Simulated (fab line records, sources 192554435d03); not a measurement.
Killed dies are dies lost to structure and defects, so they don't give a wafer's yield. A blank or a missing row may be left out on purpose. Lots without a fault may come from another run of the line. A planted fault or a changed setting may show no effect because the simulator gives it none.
Chamber matching | flow n5_finfet | N5_BEOL_M6_ETCH_65 on rie_diel-04: 4 sister chambers
The step etches SiARC in CF4, target depth 15.6 nm, time 26 s. 8 wafers are shown with their chamber, then 7 later ones without.

WAFERS WITH THEIR CHAMBER
wafer  | chamber | drypump_motor_current_A (A) | showerhead_plenum_p_Torr (Torr)
L077.4 | 1       | 5.8                         | 2.20
L080.4 | 2       | 6.3                         | 2.24
L082.6 | 2       | 6.3                         | 2.24
L084.1 | 1       | 5.8                         | 2.20
L084.2 | 3       | 6.3                         | 2.15
L084.3 | 0       | 4.9                         | 2.08
L087.3 | 0       | 5.0                         | 2.07
L087.4 | 3       | 6.3                         | 2.15

WAFERS WITHOUT THEIR CHAMBER
wafer  | drypump_motor_current_A (A) | showerhead_plenum_p_Torr (Torr)
L087.5 | 6.3                         | 2.23
L095.1 | 6.3                         | 2.14
L095.2 | 5.0                         | 2.07
L095.5 | 6.3                         | 2.22
L097.1 | 6.3                         | 2.14
L097.3 | 5.8                         | 2.19
L097.5 | 6.3                         | 2.14

WHICH CHAMBER EACH WENT THROUGH
wafer  | from the rows above | in truth
L087.5 | 2                   | 2
L095.1 | 3                   | 3
L095.2 | 0                   | 0
L095.5 | 2                   | 2
L097.1 | 3                   | 3
L097.3 | 1                   | 1
L097.5 | 3                   | 3
Placed correctly: 7 of 7. Can't be placed from these rows: 0. Placed wrongly: 0.
How it was worked out, from the rows above alone: a wafer's distance from a chamber is the root of the sum, over the readings, of the square of ((its reading less the chamber's mean) divided by the reading's scatter). The wafer belongs to the nearest chamber; if the next one is less than 2 further off, it can't be placed. A chamber's mean is the mean of its shown wafers. The scatter: the root of (the sum of the squares of (reading less its chamber's mean) over the shown wafers, divided by (wafers less chambers)).
